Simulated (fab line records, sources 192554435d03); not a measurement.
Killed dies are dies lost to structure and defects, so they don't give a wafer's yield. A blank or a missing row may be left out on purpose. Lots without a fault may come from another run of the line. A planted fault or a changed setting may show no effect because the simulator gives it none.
Chamber matching | flow n5_finfet | N5_BEOL_M0_SAQP_ETCH_84 on rie_diel-03: 4 sister chambers
The step etches SOC in N2/H2, target depth 100 nm, overetch 20 nm, time 150 s. 4 wafers are shown with their chamber, then 7 later ones without.

WAFERS WITH THEIR CHAMBER
wafer  | chamber | drypump_motor_current_A (A)
L079.5 | 3       | 6.6
L086.6 | 1       | 6.6
L088.1 | 2       | 5.8
L088.4 | 0       | 6.1

WAFERS WITHOUT THEIR CHAMBER
wafer  | drypump_motor_current_A (A)
L088.5 | 6.6
L090.3 | 6.6
L090.4 | 6.0
L090.6 | 6.5
L097.2 | 5.8
L097.3 | 6.0
L097.6 | 5.8

WHICH CHAMBER EACH WENT THROUGH
wafer  | from the rows above     | in truth
L088.5 | can't be placed: 1 or 3 | 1
L090.3 | can't be placed: 1 or 3 | 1
L090.4 | can't be placed: 0 or 2 | 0
L090.6 | can't be placed: 1 or 3 | 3
L097.2 | 2                       | 2
L097.3 | can't be placed: 0 or 2 | 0
L097.6 | 2                       | 2
Placed correctly: 2 of 7. Can't be placed from these rows: 5 (the true chamber is among the candidates in 5). Placed wrongly: 0.
How it was worked out, from the rows above alone: a wafer's distance from a chamber is the root of the sum, over the readings, of the square of ((its reading less the chamber's mean) divided by the reading's scatter). The wafer belongs to the nearest chamber; if the next one is less than 2 further off, it can't be placed. A chamber's mean is the mean of its shown wafers. The scatter: with one shown wafer a chamber, the root of the mean of the squares of how far each hidden wafer lies from its nearest shown one.
